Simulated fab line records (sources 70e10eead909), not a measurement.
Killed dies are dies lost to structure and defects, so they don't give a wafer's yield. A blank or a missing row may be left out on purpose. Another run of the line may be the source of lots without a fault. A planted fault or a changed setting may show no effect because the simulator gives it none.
Which tool did it? ; flow nand-harc ; 12 lots, 36 wafers sampled, at 3 steps of a route of 1302

WHAT THE GAUGES READ, wafer by wafer
NHARC_A_CONTACT_CD_MEAS_69: target cd 300 nm.
lot;measured;on;cd-nm (nm)
L076;day 22 13:04;cd-sem-03;299.3 299.2 300.2
L078;day 24 07:42;cd-sem-03;299.5 300.1 299.0
L077;day 24 17:49;cd-sem-03;300.1 299.3 299.9
L081;day 25 03:05;cd-sem-02;300.0 299.5 300.1
L084;day 26 03:08;cd-sem-03;299.9 300.0 299.7
L085;day 26 13:39;cd-sem-02;299.1 300.9 300.2
L087;day 27 09:28;cd-sem-02;299.2 299.3 300.3
L088;day 28 02:23;cd-sem-02;298.5 299.7 298.9
L092;day 29 18:34;cd-sem-02;300.5 299.1 299.6
L093;day 30 04:22;cd-sem-02;299.2 298.8 298.8
L095;day 30 13:34;cd-sem-01;299.9 299.9 300.4
L096;day 31 03:36;cd-sem-02;301.3 299.8 299.8

WHICH TOOL RAN EACH LOT (tool, then ch and the chambers of the sampled wafers, then the start)
lot;NHARC_A_CONTACT_ETCH_112;NHARC_A_CONTACT_ETCH_118
L076;har-cap-etch-02 ch 0,1, day 22 02:22;har-cap-etch-02 ch 0,1, day 22 03:23
L078;har-cap-etch-01 ch 0, day 23 20:05;har-cap-etch-01 ch 0, day 23 21:07
L077;har-cap-etch-03 ch 0,1, day 24 00:22;har-cap-etch-03 ch 0,1, day 24 01:23
L081;har-cap-etch-03 ch 0,1, day 24 18:05;har-cap-etch-03 ch 0,1, day 24 19:19
L084;har-cap-etch-01 ch 0,1, day 25 17:07;har-cap-etch-01 ch 0,1, day 25 18:08
L085;har-cap-etch-01 ch 0,1, day 26 05:01;har-cap-etch-01 ch 0,1, day 26 06:04
L087;har-cap-etch-03 ch 0,1, day 26 23:07;har-cap-etch-03 ch 0,1, day 27 00:29
L088;har-cap-etch-01 ch 0,1, day 27 17:02;har-cap-etch-01 ch 0,1, day 27 18:23
L092;har-cap-etch-01 ch 0,1, day 29 09:46;har-cap-etch-01 ch 0,1, day 29 10:47
L093;har-cap-etch-03 ch 0,1, day 29 17:55;har-cap-etch-03 ch 0,1, day 29 18:56
L095;har-cap-etch-01 ch 0,1, day 30 03:59;har-cap-etch-01 ch 0,1, day 30 05:01
L096;har-cap-etch-03 ch 0,1, day 30 19:43;har-cap-etch-03 ch 0,1, day 30 20:44
- NHARC_A_CONTACT_ETCH_112: etches the open film in C4F8/O2/Ar, time 190 s, target depth 1850 nm.
- NHARC_A_CONTACT_ETCH_118: etches the open film in C4F8/O2/Ar, time 190 s, target depth 1850 nm.

THE ANSWER, worked out from the rows above alone
Rule: usual is defined by the lots themselves. The widest of any qualifying gaps counts: lots, ordered by their means at a reading, are off when they make up no more than a third of the lots, leave a main group of 4 or more, and stand apart from it by 3 or more times the standard deviation of that group's means. If all means in a main group match to the digits the tables above print for the reading, that group is not used. Also off: a lot with no number at a reading for which 4 or more lots have one. Any other lot the step has rows for is counted as sound.
No lot is off on any of the readings shown, so nothing can be concluded from this.

WHAT THE SIMULATOR HAD INSERTED
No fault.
